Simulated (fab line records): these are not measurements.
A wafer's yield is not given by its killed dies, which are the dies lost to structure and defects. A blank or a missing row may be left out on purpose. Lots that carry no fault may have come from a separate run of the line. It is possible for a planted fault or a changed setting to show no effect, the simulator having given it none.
8D (eight disciplines) problem report, filled in by code | flow nand-harc | the parts of the form that need people (team, actions taken, sign-off) are left out

## 1. WHAT WENT WRONG
Wafers without a fault read 448.8 W, standard deviation 1.5; rf-fwd-power-W at NHARC_A_M1_DEP_33 reads a mean of 520.6 W on 6 wafers belonging to 2 lots. Relative to the usual mean, that is a shift of +48 standard deviations.
The step: deposits SiCN, target thk 30 nm.
The first sign was on wafer L529.2 at day 27 12:29, on pecvd-02. At this step, 42 wafers from 14 lots have a number in the record. By rule, "out" or "out of limits" means more than 4 standard deviations away from the usual mean. The rest of the wafers with a number are treated as sound.

## 2. WHAT THIS IS AND IS NOT
question                    | is                     | is not
which readings at this step | rf-fwd-power-W         | chamber-pressure-Torr, heater-power-w
which lots                  | L529, L531             | L520, L523, L527, L530, L533, L536, L537, L538, L540, L541, L542, L543
which wafers of those lots  | all that have a number | -
read on which tools         | pecvd-02               | pecvd-03, pecvd-04
when                        | from day 27 12:29      | up to then (9 sound wafers); but 27 sound wafers of L530, L533, L536, L537, L538, L540, L541, L542, L543 came after

## 3. THE SUSPECTS, EACH WITH WHAT RULES IT OUT
Counting: any tool at a process step up to the reading is kept as a suspect provided that every lot that is out went through it and no sound lot did after the first of them.
- pvd-sputter-01 at NHARC_A_M1_DEGAS_29 (time 60 s): ruled out as a lasting fault. Sound lots L538, L537, L542 ran on it after its first lot that is out, L529 (day 27 10:47).
- pecvd-02 at NHARC_A_M1_PRE_CLEAN_32 (time 12 s): ruled out as a lasting fault. Sound lots L540, L541, L543 ran on it after its first lot that is out, L529 (day 27 12:24).
- pecvd-02 at NHARC_A_M1_DEP_33 (deposits SiCN, target thk 30 nm): ruled out as a lasting fault. Sound lots L540, L541, L543 ran on it after its first lot that is out, L529 (day 27 12:29).
Left after counting: nothing in the record.

## 4. THE CAUSE (what the simulator had put in)
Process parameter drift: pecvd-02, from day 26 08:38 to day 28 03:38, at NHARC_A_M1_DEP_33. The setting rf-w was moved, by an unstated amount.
Counting ruled it out, wrongly.

## 5. THE CHAIN OF EFFECTS, in route order
Each row: a reading where the mean over the struck wafers with a number is more than 3 standard deviations away from the usual. Only readings whose record carries a usual standard deviation are examined. hours: median over the lots of the time between each lot's start at the first step of this table that gives one and its start at this step. sigmas: the change, counted in usual standard deviations.
hours | step              | reading        | usual   | on struck wafers | change | sigmas
0     | NHARC_A_M1_DEP_33 | rf-fwd-power-W | 448.8 W | 520.6            | +71.8  | +48
Process steps it contains:
- NHARC_A_M1_DEP_33: deposits SiCN, target thk 30 nm.
Later steps that measure or inspect, where all struck wafers having a row at the step show a number for every such reading and not one has moved that far: NHARC_END_SORT_01.

## 6. WHAT WOULD HAVE CAUGHT IT SOONER
First out-of-limits reading in this record: day 27 12:29, which is 28 hours after fault onset at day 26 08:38.
